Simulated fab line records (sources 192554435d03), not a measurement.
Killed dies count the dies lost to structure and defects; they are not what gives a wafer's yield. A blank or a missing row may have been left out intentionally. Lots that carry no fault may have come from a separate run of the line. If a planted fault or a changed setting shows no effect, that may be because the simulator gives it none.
Chamber matching    flow n5Finfet    N5_BEOL_M12_CMP_49 on cmp-04: 4 sister chambers
The step polishes, stops on SiOC, t overpolish 20.6 s, target thk 320 nm. 14 wafers are shown with their chamber, then 7 later ones without.

WAFERS PAIRED WITH THEIR CHAMBERS
wafer   chamber  barrierFieldEndpointS (s)  motorCurrentA (A)  overpolishRunS (s)
L076.1  0        29.8                       5.6                20.595
L076.3  1        31.0                       5.7                20.594
L076.5  1        31.0                       5.6                20.604
L080.2  2        30.2                       6.0                20.600
L080.4  1        31.2                       6.1                20.616
L080.5  2        30.3                       6.2                20.591
L084.1  0        29.7                       5.5                20.608
L084.2  2        30.0                       6.2                20.607
L084.3  1        31.4                       5.9                20.601
L087.1  3        30.0                       5.6                20.615
L087.2  0        29.8                       5.8                20.602
L087.5  0        30.0                       5.4                20.614
L093.1  1        30.7                       5.9                20.596
L093.3  2        29.6                       6.2                20.585

SIGNATURES, as means of the wafers listed above
reading                chamber 0  chamber 1  chamber 2  chamber 3  scatter within a chamber
barrierFieldEndpointS  29.825     31.060     30.025     30.000     0.246
motorCurrentA          5.575      5.840      6.150      5.600      0.164
overpolishRunS         20.60475   20.60220   20.59575   20.61500   0.00884
Rule: distance of a wafer from a chamber = root of the sum over the readings of ((wafer's reading minus chamber's mean) / reading's scatter) squared. If the next closest chamber is less than 2 further off than the closest, the wafer can't be placed; otherwise it belongs to the closest. The scatter is the square root of a quotient: the sum, over the shown wafers, of each reading's squared deviation from its chamber's mean, divided by wafers minus chambers.

WAFERS WHOSE CHAMBER IS MISSING
wafer   barrierFieldEndpointS (s)  motorCurrentA (A)  overpolishRunS (s)
L093.4  30.3                       5.3                20.598
L095.1  31.5                       5.4                20.601
L095.2  29.9                       6.1                20.600
L095.3  31.3                       6.2                20.608
L097.2  29.2                       6.2                20.585
L097.4  30.3                       5.7                20.614
L097.5  29.7                       5.5                20.622

THE CHAMBER EACH PASSED THROUGH
wafer    from the rows above            in truth
L093.4   can't be placed: 0 or 3 or 1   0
L095.1   1                              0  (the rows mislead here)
L095.2   2                              2
L095.3   1                              1
L097.2   can't be placed: 2 or 0        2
L097.4   can't be placed: 3 or 0        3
L097.5   can't be placed: 3 or 0        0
Correct placement for 2 of the 7. Can't be placed from these rows: 4 (the true chamber is among the candidates in 4). 1 placed wrongly.
